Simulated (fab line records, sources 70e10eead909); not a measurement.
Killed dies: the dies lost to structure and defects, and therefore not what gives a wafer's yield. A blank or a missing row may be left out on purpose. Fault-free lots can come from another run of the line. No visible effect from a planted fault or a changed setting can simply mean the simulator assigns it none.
Struck lot and sound lot, side by side	flow nand-harc	19 steps out of a route of 1302
Sound: these wafers, L590.1, L590.3, L590.5. Wafers struck: L602.1, L602.3, L602.5. The cause is given at the end.
Order at every step that has rows: each side's tool, ch and its chambers, its first start. Under that, the readings that differ: sound wafers	struck wafers	difference of the means	sigmas: that difference in standard deviations of wafers without a fault.
alike: same words and numbers on both sides, and readings whose means sit less than 2 such deviations apart. not compared: any withheld reading, any reading some wafer has no value for, any bound like >300 that may hide the same value, and any number with overlapping values for which the record gives no deviation.
The two part at a step that has a row with sigmas, a row that says differs or no value, or rows on one side only. When numbers do not overlap yet have no deviation, they are printed without sigmas and do not part them. A reading that every wafer of one side lacks parts them only if that side has two wafers or more.

first, 7 steps without rows for these wafers: NHARC_THIN_TSV_HMDS_26 (time 30 s); NHARC_THIN_TSV_COAT_27; NHARC_THIN_TSV_SOFTBAKE_28 (time 95 s); NHARC_THIN_TSV_EBR_29; NHARC_THIN_TSV_EXPOSE_30 (exposes mask PAD); NHARC_THIN_TSV_PEB_31 (peb time 85 s); NHARC_THIN_TSV_DEVELOP_32 (time 70 s).
NHARC_THIN_TSV_CD_MEAS_33: target cd 5000 nm.
  sound on cd-sem-03 ch 0, day 25 18:43; struck on cd-sem-03 ch 0, day 31 08:32
  alike: cd-nm
then, 1 step without rows for these wafers: NHARC_THIN_TSV_HARDBAKE_34 (time 80 s).
NHARC_THIN_TSV_DESCUM_35: chemistry O2, time 3 s.
  sound on rie-diel-10 ch 0,2,3, day 25 18:52; struck on rie-diel-11 ch 0,1,3, day 31 08:43
reading	sound	struck	difference	sigmas
throttle-valve-pct (%)	11.337 11.310 11.324	11.300 11.304 11.299	-0.023	-3
  alike: drypump-motor-current-A, oes-product-au, rf-vpp-V, showerhead-plenum-p-Torr
  not compared: rf-hours-counter-h
NHARC_THIN_TSV_ETCH_59: etches the open film in Cl2/BCl3, target depth 880 nm, time 138.1 s.
  sound on rie-metal-01 ch 0,1, day 25 19:02; struck on rie-metal-01 ch 0,1, day 31 08:50
  alike: drypump-motor-current-A, oes-product-au, throttle-valve-pct
  not compared: rf-hours-counter-h
NHARC_THIN_TSV_ETCH_36: etches the open film in Cl2/BCl3, target depth 65 nm, time 18.571 s.
  sound on rie-metal-01 ch 1, day 25 19:16; struck on rie-metal-01 ch 0,1, day 31 09:05
  alike: drypump-motor-current-A, oes-product-au
  not compared: rf-hours-counter-h
NHARC_THIN_TSV_STRIP_56: strips in O2.
  sound on plasma-asher-02 ch 0,1, day 25 19:21; struck on plasma-asher-01 ch 1, day 31 09:14
  alike: drypump-motor-current-A, heater-power-w
  not compared: rf-hours-counter-h
then, 1 step without rows for these wafers: NHARC_THIN_TSV_STRIP_57 (strips in post etch residue remover, time 1200 s).
NHARC_THIN_TSV_CD_MEAS_37:
  sound on cd-sem-02, day 25 20:08; struck on cd-sem-01, day 31 09:58
  alike: cd-nm
then, 1 step without rows for these wafers: NHARC_THIN_TSV_ANNEAL_58 (time 1800 s).
NHARC_THIN_TSV_INSPECT_40:
  sound on defect-inspect-02, day 25 23:37; struck on defect-inspect-01, day 31 11:58
reading	sound	struck	difference	sigmas
raw-defect-count	449 548 794	1298 1378 1348	+744	+9
NHARC_END_WLT_00:
  sound on prober-01, day 25 23:40; struck on prober-01, day 31 12:01
  alike: VT_DECK1_BOTTOM, VT_DECK1_BOTTOM_INNER, VT_DECK1_MEDIAN_NEAR_BOTTOM, VT_DECK1_MEDIAN_NEAR_BOTTOM_INNER, VT_DECK1_MIDDLE, VT_DECK1_MIDDLE_INNER, VT_DECK1_TOP, VT_DECK1_TOP_INNER, VT_DECK2_BOTTOM, VT_DECK2_BOTTOM_INNER, VT_DECK2_MEDIAN_NEAR_BOTTOM, VT_DECK2_MEDIAN_NEAR_BOTTOM_INNER, VT_DECK2_MIDDLE, VT_DECK2_MIDDLE_INNER, VT_DECK2_TOP, VT_DECK2_TOP_INNER
NHARC_END_SORT_01:
  sound on prober-01 ch 0, day 26 02:40; struck on prober-01 ch 0, day 31 15:01
reading	sound	struck	difference	sigmas
defect-limited-yield (%)	92.8 95.1 91.0	75.9 76.5 75.9	-16.9	-6
killed-at-other	3 1 4	94 100 95	+94	+85
killed-dies	49 33 61	163 159 163	+114	+6
sort_bin_2_pct (%)	1.9 1.9 2.4	9.0 11.1 11.7	+8.5	+7
sort_bin_3_pct (%)	0.6 0.1 0.6	5.8 4.3 4.4	+4.4	+11
sort_bin_4_pct (%)	4.7 2.8 6.1	9.3 8.1 8.0	+3.9	+3
sort-n-pass	628 644 616	514 518 514	-114	-6
sort-rim-yield-pct (%)	94 91 92	80 79 80	-13	-3
sort-yield-pct (%)	92.8 95.1 91.0	75.9 76.5 75.9	-16.9	-6
  alike: killed-at-array, killed-at-periphery, killed-open, killed-short

== WHERE THEY PART ==
First at NHARC_THIN_TSV_DESCUM_35; last, within this record, at NHARC_END_SORT_01.

WHY: whatever the simulator had introduced
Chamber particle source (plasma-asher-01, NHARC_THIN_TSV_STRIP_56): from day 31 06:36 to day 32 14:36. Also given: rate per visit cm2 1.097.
